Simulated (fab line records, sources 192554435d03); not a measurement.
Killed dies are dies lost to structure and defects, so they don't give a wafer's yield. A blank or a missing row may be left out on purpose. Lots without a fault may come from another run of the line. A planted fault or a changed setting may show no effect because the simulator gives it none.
Split-lot experiment | flow n5_finfet | 7 lots, 39 wafers read, on a route of 1938 steps

THE SPLIT
At N5_BEOL_M14_ETCH_68 (etches SOC in N2/H2, time 450 s), the setting time_s was moved away from the recipe's 450 s on 15 of the 39 wafers read, by -52.1% to +56.4%. The other wafers ran this setting at the recipe's value.

The reading is taken at the split's own step.

THE READING
SiARC_of_BEOL_M14_COAT_66.thk_nm (the simulator's own value, which no gauge read), in nm, at N5_BEOL_M14_ETCH_68 (etches SOC in N2/H2, time 450 s). The file gives no usual value for it. The 24 wafers here that ran the recipe average 65.4 nm, standard deviation 0.72 nm.

wafer  | tool, chamber at the split | time_s as run, s | against the recipe | SiARC_of_BEOL_M14_COAT_66.thk_nm, nm | against lot-mates on the recipe
L079.1 | rie_diel-06, 0             | 215.6            | -52.1%             | 88.6                                 | +23.5
L079.2 | rie_diel-06, 3             | 450              | recipe             | 65                                   | -
L079.5 | rie_diel-06, 3             | 450              | recipe             | 65                                   | -
L079.3 | rie_diel-06, 1             | 215.6            | -52.1%             | 88.2                                 | +23.1
L079.4 | rie_diel-06, 2             | 215.6            | -52.1%             | 89.2                                 | +24.1
L079.6 | rie_diel-06, 0             | 450              | recipe             | 65.4                                 | -
L077.1 | rie_diel-05, 3             | 450              | recipe             | 65.8                                 | -
L077.2 | rie_diel-05, 0             | 450              | recipe             | 64.4                                 | -
L077.3 | rie_diel-05, 1             | 316.3            | -29.7%             | 78.6                                 | +13.7
L077.4 | rie_diel-05, 2             | 450              | recipe             | 64.6                                 | -
L077.5 | rie_diel-05, 3             | 316.3            | -29.7%             | 79.2                                 | +14.3
L077.6 | rie_diel-05, 2             | 316.3            | -29.7%             | 78                                   | +13.1
L078.1 | rie_diel-06, 1             | 539.5            | +19.9%             | 56.4                                 | -9.1
L078.2 | rie_diel-06, 0             | 539.5            | +19.9%             | 56.2                                 | -9.3
L078.3 | rie_diel-06, 2             | 450              | recipe             | 66.2                                 | -
L078.4 | rie_diel-06, 3             | 450              | recipe             | 64.8                                 | -
L078.5 | rie_diel-06, 0             | 539.5            | +19.9%             | 56                                   | -9.5
L078.6 | rie_diel-06, 3             | 450              | recipe             | 65.4                                 | -
L084.1 | rie_diel-02, 1             | 703.6            | +56.4%             | 40.6                                 | -25.4
L084.2 | rie_diel-02, 3             | 450              | recipe             | 65.4                                 | -
L084.3 | rie_diel-02, 0             | 703.6            | +56.4%             | 41.2                                 | -24.8
L084.4 | rie_diel-02, 2             | 703.6            | +56.4%             | 42.2                                 | -23.8
L084.5 | rie_diel-02, 2             | 450              | recipe             | 66.8                                 | -
L084.6 | rie_diel-02, 3             | 450              | recipe             | 65.8                                 | -
L088.1 | rie_diel-06, 1             | 586.5            | +30.3%             | 51.8                                 | -14.6
L088.2 | rie_diel-06, 0             | 450              | recipe             | 66.4                                 | -
L088.3 | rie_diel-06, 2             | 450              | recipe             | 66.8                                 | -
L088.4 | rie_diel-06, 3             | 586.5            | +30.3%             | 51                                   | -15.4
L088.5 | rie_diel-06, 0             | 586.5            | +30.3%             | 52.4                                 | -14.0
L088.6 | rie_diel-06, 1             | 450              | recipe             | 66                                   | -
L093.2 | rie_diel-02, 0             | 450              | recipe             | 66                                   | -
L093.3 | rie_diel-02, 2             | 450              | recipe             | 64.6                                 | -
L093.6 | rie_diel-02, 3             | 450              | recipe             | 65.4                                 | -
L096.1 | rie_diel-05, 1             | 450              | recipe             | 65.6                                 | -
L096.2 | rie_diel-05, 2             | 450              | recipe             | 65.4                                 | -
L096.3 | rie_diel-05, 3             | 450              | recipe             | 64.8                                 | -
L096.4 | rie_diel-05, 2             | 450              | recipe             | 65                                   | -
L096.5 | rie_diel-05, 3             | 450              | recipe             | 64                                   | -
L096.6 | rie_diel-05, 1             | 450              | recipe             | 66                                   | -

THE FIT
A straight line over all 39 wafers: SiARC_of_BEOL_M14_COAT_66.thk_nm changes by -0.44 nm for each +1% of time_s; r = -1.00; the points scatter about the line by 0.71 nm.
The same after taking each lot's own level away (the mean of its wafers on the recipe; 39 wafers): -0.451 nm for each +1%; r = -1.00; scatter 0.65 nm.
On that fit, the largest move of time_s shifts the reading by 25 nm.
The lots' own levels span 64.93 to 66.40 nm, that is 2.0 times the standard deviation above.
So the lot-to-lot level changes the slope little: the two slopes agree.
Check: with one of the wafers moved furthest among these (+56.4%) left out of the fit, the line predicts -25.5 nm for it against its lot-mates. It came out at -25.4 nm against them.

OTHER SPLITS ON THESE WAFERS
These wafers also went through other splits before the reading. Each is held against what the fit with the lots' levels taken away leaves over:
other split on the same wafers        | wafers away from the commonest value | r with SiARC_of_BEOL_M14_COAT_66.thk_nm (lot level and that fit taken away)
N5_SD_EPI_N_ETCH_45 target_depth_a    | 9                                    | -0.31
N5_MOL_CONTACT_COAG_ALD_27 ald_cycles | 15                                   | +0.18
N5_BEOL_M6_VIA_ETCH_34 time_s         | 12                                   | +0.16
N5_BEOL_M9_CVD_78 target_thk_a        | 18                                   | -0.20

THE FILE'S OWN FIT
SiARC_of_BEOL_M14_COAT_66.thk_nm changes by -0.451 nm for each +1% of time_s, r = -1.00.
